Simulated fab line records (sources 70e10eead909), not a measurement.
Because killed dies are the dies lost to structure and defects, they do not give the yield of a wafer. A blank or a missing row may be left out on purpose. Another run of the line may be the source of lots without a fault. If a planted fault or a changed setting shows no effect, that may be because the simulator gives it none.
fab line records -- flow nandHarc
[record] lots = 6, wafers = 18, lastDay = 23
route steps=1159 shown A_CHANNEL_HOLE_D1@483 A_CHANNEL_FILL_D1@490 END@1159
lots that met no fault: taken from a fault-free run of the same line
startH: hours from the record's opening day to when the first of the lot's shown wafers began -- waitH: hours elapsed since this lot's preceding step -- " identical to the entry in the row above -- L1.1+2: several wafers, shown together as one row -- - value missing, or start not given -- * or withheld: withheld -- < > ~ a bound
route shown NAME@n: names a module that has steps shown in the file, with the first one's number in the route -- usual: mean/standard deviation of fault-free wafers -- same: alike in all rows -- chamber/n: place in a boat -- sites: readings site by site -- _std_site: how widely they spread, as a standard deviation -- _edge_site: outer sites' mean less inner sites' -- radiusMm: how far each site lies from the wafer's centre -- mask NAME#n: copy n -- behind: the most recent tool/chamber to have shaped the wafer -- hold: why the lot was held/for how many hours/how that ended -- device: whichever transistor did not switch (one of n, p or np) -- end of line: tests of these same wafers at the route's end -- where a step has no rows: the recipe by itself -- killed: not the wafer's yield, but the dies lost to structure and defects at the first sort -- map: per-die view of a wafer (x killed, . not killed, _ where there is no die)
set.NAME: setting as actually run; set.NAME@STEP: the setting as run at that earlier step -- model.NAME: the simulator's own value behind a step, which no gauge read
a table for each step, a row for each wafer; lots at some steps of the route
services: the hour from which a tool's chamber was out of use, counted from the record's first day as startH (under 0 if before that day), plus the number of hours and why
[[steps]]
[step NHARC_A_CHANNEL_HOLE_D1_ETCH_44]
[recipe] targetDepthA = 1400, overetchA = 140, timeS = 77, ionEnergyEv = 100, cf4FlowSccm = 80, o2FlowSccm = 20, arFlowSccm = 0, rfW = 300, biasW = 100, chemistry = CF4/O2
[usual] drypumpMotorCurrentA = 5.7/0.44, oesProductAu = 0.996/0.0093, rfFwdPowerW = 298.0/1.1, rfVppV = 197.8/1.4, showerheadPlenumPTorr = 1.33/0.055, throttleValvePct = 13.399/0.0084
lot.wafer,tool,chamber,startH,waitH,drypumpMotorCurrentA,oesProductAu,rfFwdPowerW,rfHoursCounterH,rfVppV,showerheadPlenumPTorr,throttleValvePct
L433.4,rieDiel-10,1,191.55,0.1,5.9,0.989,297.5,1,197.3,1.26,13.404
L433.3,rieDiel-10,3,191.55,0.1,6.1,1.001,297.9,1,197.9,1.34,13.386
L433.6,rieDiel-10,1,191.55,0.1,5.9,0.987,298.3,-,197.3,1.26,13.408
L434.3,rieDiel-10,0,195.52,0.1,6.4,0.997,298.3,1,199.1,1.41,13.400
L434.6,rieDiel-10,0,195.52,0.1,6.3,0.999,297.2,-,200.6,1.41,13.389
L434.5,rieDiel-10,1,195.52,0.1,5.9,0.980,298.9,-,195.0,1.26,13.383
L441.4,rieDiel-07,1,218.73,0.1,5.4,1.001,297.2,14,195.9,1.26,13.398
L441.1,rieDiel-07,3,218.73,0.1,6.3,1.006,297.0,13,195.6,1.28,13.390
L441.6,rieDiel-07,0,218.73,0.1,5.1,1.002,298.7,-,197.5,1.34,13.404
L447.4,rieDiel-10,1,267.35,0.0,5.9,0.992,297.5,6,197.5,1.26,13.407
L447.2,rieDiel-10,3,267.35,0.0,6.1,0.998,297.8,4,197.4,1.34,13.398
L447.1,rieDiel-10,0,267.35,0.0,6.3,1.002,297.9,6,199.3,1.41,13.382
L449.3,rieDiel-10,3,287.68,0.1,6.0,1.004,298.4,6,198.7,1.34,13.386
L449.4,rieDiel-10,0,287.68,0.1,6.3,1.009,298.1,6,198.7,1.41,13.402
L449.5,rieDiel-10,2,287.68,0.1,5.3,0.998,299.4,-,199.8,1.36,13.406
L450.2,rieDiel-10,1,287.71,0.1,5.8,0.975,297.7,8,195.6,1.26,13.402
L450.5,rieDiel-10,1,287.71,0.1,5.9,0.977,298.8,-,196.0,1.26,13.392
L450.6,rieDiel-10,2,287.71,0.1,5.3,1.001,298.7,-,198.1,1.36,13.382
[step NHARC_A_CHANNEL_HOLE_D1_STRIP_27]
[recipe] o2FlowSccm = 500, arFlowSccm = 0, biasW = 0, chemistry = O2
[step NHARC_A_CHANNEL_HOLE_D1_PRECLEAN_28]
[recipe] timeS = *, tempC = 50, bathAgeMin = 0, chemistry = SC1
[step NHARC_A_CHANNEL_HOLE_D1_SRD_29]
[step NHARC_A_CHANNEL_HOLE_D1_CD_MEAS_30]
[usual] cdNm = 89.8/1.2
lot.wafer,tool,chamber,startH,waitH,cdNm
L433.3,cdSem-03,-,192.36,-,90.0
L433.4,cdSem-03,-,192.36,-,90.8
L433.6,cdSem-03,-,192.36,-,89.2
L434.3,cdSem-02,-,196.32,-,89.1
L434.5,cdSem-02,-,196.32,-,87.6
L434.6,cdSem-02,-,196.32,-,90.2
L441.1,cdSem-01,-,219.51,-,89.0
L441.4,cdSem-01,-,219.51,-,89.1
L441.6,cdSem-01,-,219.51,-,89.2
L447.1,cdSem-03,-,268.16,-,88.2
L447.2,cdSem-03,-,268.16,-,92.3
L447.4,cdSem-03,-,268.16,-,90.5
L449.3,cdSem-02,-,288.47,-,90.3
L449.4,cdSem-02,-,288.47,-,89.5
L449.5,cdSem-02,-,288.47,-,90.4
L450.2,cdSem-02,-,288.78,-,89.3
L450.5,cdSem-02,-,288.78,-,89.3
L450.6,cdSem-02,-,288.78,-,90.1
[step NHARC_A_CHANNEL_HOLE_D1_XSEM_31]
[recipe] landingEnergyEv = 35000
[usual] botCdNm = 74.2/1.4, bowNm = 8.59/0.24, tiltDeg = 0.07/0.037
[same] landingEnergyEv = 35000
lot.wafer,tool,chamber,startH,waitH,botCdNm,bowNm,tiltDeg
L433.3,xsem-01,0,192.46,0.1,74.2,8.30,0.00
L433.4,xsem-01,0,192.46,0.1,74.6,8.36,0.00
L433.6,xsem-01,0,192.46,0.1,72.9,8.34,0.00
L434.3,xsem-02,0,196.42,0.1,73.9,8.84,0.14
L434.5,xsem-02,0,196.42,0.1,72.0,8.83,0.14
L434.6,xsem-02,0,196.42,0.1,74.5,8.80,0.14
L441.1,xsem-02,0,219.60,0.1,73.0,8.52,0.04
L441.4,xsem-02,0,219.60,0.1,73.5,8.48,0.04
L441.6,xsem-02,0,219.60,0.1,73.8,8.46,0.04
L447.1,xsem-02,0,268.25,0.1,72.3,8.56,0.06
L447.2,xsem-02,0,268.25,0.1,76.2,8.55,0.06
L447.4,xsem-02,0,268.25,0.1,74.6,8.60,0.06
L449.3,xsem-02,0,288.56,0.1,74.5,8.65,0.00
L449.4,xsem-02,0,288.56,0.1,73.5,8.62,0.00
L449.5,xsem-02,0,288.56,0.1,75.1,8.65,0.00
L450.2,xsem-01,0,288.87,0.1,74.7,8.65,0.06
L450.5,xsem-01,0,288.87,0.1,75.3,8.60,0.06
L450.6,xsem-01,0,288.87,0.1,75.8,8.58,0.06
[step NHARC_A_CHANNEL_HOLE_D1_INSPECT_40]
[usual] rawDefectCount = 62/16
lot.wafer,tool,chamber,startH,waitH,rawDefectCount
L433.3,defectInspect-02,-,192.55,-,67
L433.4,defectInspect-02,-,192.55,-,65
L433.6,defectInspect-02,-,192.55,-,56
L434.3,defectInspect-02,-,196.51,-,71
L434.5,defectInspect-02,-,196.51,-,48
L434.6,defectInspect-02,-,196.51,-,58
L441.1,defectInspect-01,-,219.70,-,30
L441.4,defectInspect-01,-,219.70,-,38
L441.6,defectInspect-01,-,219.70,-,40
L447.1,defectInspect-01,-,268.35,-,57
L447.2,defectInspect-01,-,268.35,-,64
L447.4,defectInspect-01,-,268.35,-,92
L449.3,defectInspect-01,-,288.65,-,66
L449.4,defectInspect-01,-,288.65,-,72
L449.5,defectInspect-01,-,288.65,-,74
L450.2,defectInspect-02,-,288.97,-,61
L450.5,defectInspect-02,-,288.97,-,53
L450.6,defectInspect-02,-,288.97,-,48
[step NHARC_A_CHANNEL_FILL_D1_PRECLEAN_00]
[recipe] timeS = *, tempC = 50, bathAgeMin = 0, chemistry = SC1
[step NHARC_A_CHANNEL_FILL_D1_SRD_01]
[step NHARC_A_CHANNEL_FILL_D1_ALD_02]
[recipe] targetThkA = 60, pulseTimeS = 10, aldCycles = 60, tempC = 300, material = SiO2
[usual] aldCycles = 60/0, heaterPowerW = 463/45, precursorPulseHeightRel = 1.000/0.02
lot.wafer,tool,chamber,startH,waitH,aldCycles,heaterPowerW,precursorPulseHeightRel
L433.3,aldHk-02,2,193.19,-,60,462,1.003
L433.4,aldHk-02,3,193.19,-,60,458,1.013
L433.6,aldHk-02,2,193.19,-,60,444,0.964
L434.3,aldHk-03,1,196.99,-,60,443,1.009
L434.5,aldHk-03,3,196.99,-,60,446,1.003
L434.6,aldHk-03,0,196.99,-,60,498,1.022
L441.1,aldHk-03,0,219.89,-,60,487,1.012
L441.4,aldHk-03,3,219.89,-,60,452,1.028
L441.6,aldHk-03,0,219.89,-,60,485,0.999
L447.1,aldHk-01,3,268.69,-,60,524,0.971
L447.2,aldHk-01,0,268.69,-,60,409,0.979
L447.4,aldHk-01,1,268.69,-,60,502,1.027
L449.3,aldHk-01,1,288.85,-,60,519,1.047
L449.4,aldHk-01,0,288.85,-,60,414,0.988
L449.5,aldHk-01,1,288.85,-,60,519,1.019
L450.2,aldHk-01,0,289.42,-,60,392,1.002
L450.6,aldHk-01,2,289.42,-,60,408,0.954
L450.5,aldHk-01,3,289.42,-,60,528,1.016
[step NHARC_A_CHANNEL_FILL_D1_ALD_03]
[recipe] targetThkA = 60, pulseTimeS = 60, aldCycles = 58, tempC = 630, pressureTorr = 2, material = SiNx
[step NHARC_A_CHANNEL_FILL_D1_ALD_14]
[recipe] targetThkA = 25, pulseTimeS = 10, aldCycles = 25, tempC = 300, material = SiO2
[usual] aldCycles = 25/0, heaterPowerW = 465/40, precursorPulseHeightRel = 1.001/0.021
lot.wafer,tool,chamber,startH,waitH,aldCycles,heaterPowerW,precursorPulseHeightRel
L433.3,aldHk-02,3,199.75,0.1,25,458,0.994
L433.4,aldHk-02,1,199.75,0.1,25,484,0.981
L433.6,aldHk-02,0,199.75,0.1,25,475,0.961
L434.3,aldHk-01,0,204.26,0.2,25,396,1.025
L434.6,aldHk-01,2,204.26,0.2,25,411,1.015
L434.5,aldHk-01,3,204.26,0.2,25,553,1.012
L441.4,aldHk-03,1,226.97,0.1,25,450,1.013
L441.1,aldHk-03,2,226.97,0.1,25,430,0.997
L441.6,aldHk-03,0,226.97,0.1,25,485,1.029
L447.2,aldHk-02,0,275.07,1.4,25,472,0.993
L447.4,aldHk-02,1,275.07,1.4,25,493,1.021
L447.1,aldHk-02,2,275.07,1.4,25,464,1.003
L449.4,aldHk-01,0,295.86,0.0,25,406,0.988
L449.3,aldHk-01,1,295.86,0.0,25,515,0.989
L449.5,aldHk-01,1,295.86,0.0,25,512,1.012
L450.2,aldHk-02,1,295.93,0.1,25,442,1.047
L450.6,aldHk-02,3,295.93,0.1,25,489,1.004
L450.5,aldHk-02,0,295.93,0.1,25,449,1.008
[step NHARC_A_CHANNEL_FILL_D1_ALD_15]
[recipe] targetThkA = 20, pulseTimeS = 60, aldCycles = 19, tempC = 630, pressureTorr = 2, material = SiNx
[usual] aldCycles = 19/0, precursorPulseHeightRel = 1.002/0.021
lot.wafer,tool,chamber,startH,waitH,aldCycles,precursorPulseHeightRel
L433.3,aldSinBatch-02,0,202.87,-,19,0.963
L433.4,aldSinBatch-02,0,202.87,-,19,1.021
L433.6,aldSinBatch-02,0,202.87,-,19,0.992
L434.3,aldSinBatch-01,0,207.31,-,19,1.009
L434.5,aldSinBatch-01,0,207.31,-,19,0.987
L434.6,aldSinBatch-01,0,207.31,-,19,0.982
L441.1,aldSinBatch-02,0,230.05,-,19,0.990
L441.4,aldSinBatch-02,0,230.05,-,19,1.022
L441.6,aldSinBatch-02,0,230.05,-,19,1.015
L447.1,aldSinBatch-01,0,277.98,-,19,0.965
L447.2,aldSinBatch-01,0,277.98,-,19,1.010
L447.4,aldSinBatch-01,0,277.98,-,19,0.987
L449.3,aldSinBatch-02,0,298.98,-,15,1.046
L449.4,aldSinBatch-02,0,298.98,-,15,1.025
L449.5,aldSinBatch-02,0,298.98,-,15,0.996
L450.2,aldSinBatch-02,0,298.98,-,15,1.028
L450.5,aldSinBatch-02,0,298.98,-,15,0.996
L450.6,aldSinBatch-02,0,298.98,-,15,0.993
[step NHARC_A_CHANNEL_FILL_D1_ALD_16]
[recipe] targetThkA = 15, pulseTimeS = 10, aldCycles = 15, tempC = 300, material = SiO2
[usual] aldCycles = 15/0, heaterPowerW = 463/42, precursorPulseHeightRel = 1.001/0.018
lot.wafer,tool,chamber,startH,waitH,aldCycles,heaterPowerW,precursorPulseHeightRel
L433.3,aldHk-01,0,205.43,0.6,15,407,1.035
L433.4,aldHk-01,3,205.43,0.6,15,556,0.990
L433.6,aldHk-01,1,205.43,0.6,15,518,1.004
L434.3,aldHk-01,2,209.46,0.1,15,408,1.016
L434.6,aldHk-01,3,209.46,0.1,15,564,0.988
L434.5,aldHk-01,0,209.46,0.1,15,404,0.994
L441.1,aldHk-02,1,232.69,0.6,15,489,0.991
L441.4,aldHk-02,0,232.69,0.6,15,481,0.980
L441.6,aldHk-02,1,232.69,0.6,15,502,1.003
L447.1,aldHk-03,0,280.03,0.0,15,488,0.998
L447.2,aldHk-03,1,280.03,0.0,15,451,1.012
L447.4,aldHk-03,3,280.03,0.0,15,459,0.976
L449.4,aldHk-03,2,304.42,3.4,15,413,1.056
L449.3,aldHk-03,1,304.42,3.4,15,456,1.001
L449.5,aldHk-03,3,304.42,3.4,15,468,0.996
L450.2,aldHk-03,0,304.66,3.7,15,494,0.991
L450.5,aldHk-03,1,304.66,3.7,15,444,1.007
L450.6,aldHk-03,2,304.66,3.7,15,430,1.002
[step NHARC_END_SORT_01]
[recipe] tempC = 25
[usual] killedAtArray = 28/8.6, killedAtOther = 0.7/1.2, killedAtPeriphery = 3.1/2.3, killedDies = 32/8.7, killedOpen = 3.2/1.7, killedShort = 2.0/1.5
[same] grossDies = 677
lot.wafer,tool,chamber,startH,waitH,killedAtArray,killedAtOther,killedAtPeriphery,killedDies,killedOpen,killedShort
L433.3,prober-02,0,445.93,3.1,27,0,2,29,5,1
L433.4,prober-02,0,446.72,3.4,37,1,1,39,2,3
L433.6,prober-02,0,448.30,4.0,35,3,3,41,2,5
L449.3,prober-01,0,550.74,3.1,46,1,7,54,4,3
L449.4,prober-01,0,551.54,3.4,53,0,3,56,2,1
L449.5,prober-01,0,552.34,3.7,51,0,6,57,1,1
// killed by level:class
L433.3 A_CHANNEL_HOLE_D1:chamberFilmFlake=14 A_SLIT:chamberFilmFlake=7 P_CONTACT:geometricParticle:open=1 P_M2:geometricParticle:open=1 A_CHANNEL_FILL_D1:geometricParticle:open=1 A_SGD_CUT:geometricParticle:open=1 A_SGD_CUT:geometricParticle:short=1 A_WL_FILL:geometricParticle:open=1
L433.4 A_CHANNEL_HOLE_D1:chamberFilmFlake=18 A_SLIT:chamberFilmFlake=6 A_STAIRCASE:chamberFilmFlake=3 A_WL_FILL:chamberFilmFlake=3 A_CONTACT:chamberFilmFlake=2 P_GATE:geometricParticle:short=1 A_CHANNEL_FILL_D1:geometricParticle:short=1 A_SLIT:geometricParticle:open=1
L433.6 A_CHANNEL_HOLE_D1:chamberFilmFlake=16 A_SLIT:chamberFilmFlake=10 A_WL_FILL:chamberFilmFlake=3 THIN_TSV:chamberFilmFlake=3 P_CONTACT:geometricParticle:short=2 A_SOURCE_PLATE:geometricParticle:open=1 A_CHANNEL_FILL_D1:geometricParticle:short=1 A_WL_FILL:geometricParticle:open=1
L449.3 A_CHANNEL_HOLE_D1:chamberFilmFlake=16 A_SLIT:chamberFilmFlake=15 A_CONTACT:chamberFilmFlake=8 P_ZERO_WELL:chamberFilmFlake=4 P_CONTACT:geometricParticle:short=2 A_WL_FILL:chamberFilmFlake=2 A_ONON_D1:geometricParticle:open=1 A_CHANNEL_HOLE_D1:geometricParticle:short=1
L449.4 A_CHANNEL_HOLE_D1:chamberFilmFlake=19 A_CONTACT:chamberFilmFlake=16 A_SLIT:chamberFilmFlake=8 A_STAIRCASE:chamberFilmFlake=4 P_ZERO_WELL:chamberFilmFlake=3 A_BONDPAD:chamberFilmFlake=3 A_CONTACT:geometricParticle:open=1 A_BLC:geometricParticle:open=1
L449.5 A_CHANNEL_HOLE_D1:chamberFilmFlake=23 A_SLIT:chamberFilmFlake=12 A_CONTACT:chamberFilmFlake=9 P_ZERO_WELL:chamberFilmFlake=3 A_STAIRCASE:chamberFilmFlake=3 A_WL_FILL:chamberFilmFlake=2 P_GATE:geometricParticle:open=1 A_BLC:geometricParticle:short=1
[[services]]
tool,chamber,startH,hours,kind
rieDiel-10,-,176.50,9.0,pm
rieDiel-10,0,176.50,9.0,ventCycle
rieDiel-10,1,176.50,9.0,ventCycle
rieDiel-10,2,176.50,9.0,ventCycle
rieDiel-10,3,176.50,9.0,ventCycle
rieDiel-10,0,185.50,-,clean
rieDiel-07,0,189.71,6.5,repair
rieDiel-10,3,206.26,4.2,repair
rieDiel-10,3,216.83,24.6,repair
aldHk-01,-,228.00,10.0,pm
aldHk-01,0,228.00,10.0,ventCycle
aldHk-01,1,228.00,10.0,ventCycle
aldHk-01,2,228.00,10.0,ventCycle
aldHk-01,3,228.00,10.0,ventCycle
rieDiel-07,-,228.21,9.0,pm
aldHk-03,-,228.71,0.3,repair
rieDiel-10,0,232.81,11.0,repair
aldHk-01,0,238.00,-,clean
aldHk-01,1,238.00,-,clean
aldHk-01,2,238.00,-,clean
aldHk-01,3,238.00,-,clean
aldSinBatch-01,-,259.11,3.0,repair
rieDiel-10,0,267.78,12.2,repair
xsem-02,-,302.00,14.0,pm
[[key]]
[firstSign] step = NHARC_A_CHANNEL_FILL_D1_ALD_15, reading = aldCycles, direction = down, sigmas = 99+, usual = 19, struck = 15
effect none on later readings
metAt NHARC_A_CHANNEL_FILL_D1_ALD_15
struckWafers L449.3,L449.4,L449.5,L450.2,L450.5,L450.6
testerLeftOut L449,L450
onsetBetween 230.05 298.98
[fault] kind = processParameterDrift, tool = aldSinBatch-02, chamber = -, onsetH = 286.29, steps = NHARC_A_CHANNEL_FILL_D1_ALD_15, channel = aldCycles, offset = -4, shape = step, endH = 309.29, actsIn = theseRecipesOnly, stated = 19
// testerLeftOut: of these lots the tester's yield and bins aren't shown, on N5 and GAA mostly nor the transistor test; their killed dies are dies lost to structure and defects alone, not to doping, threshold or leakage, so they don't give the yield
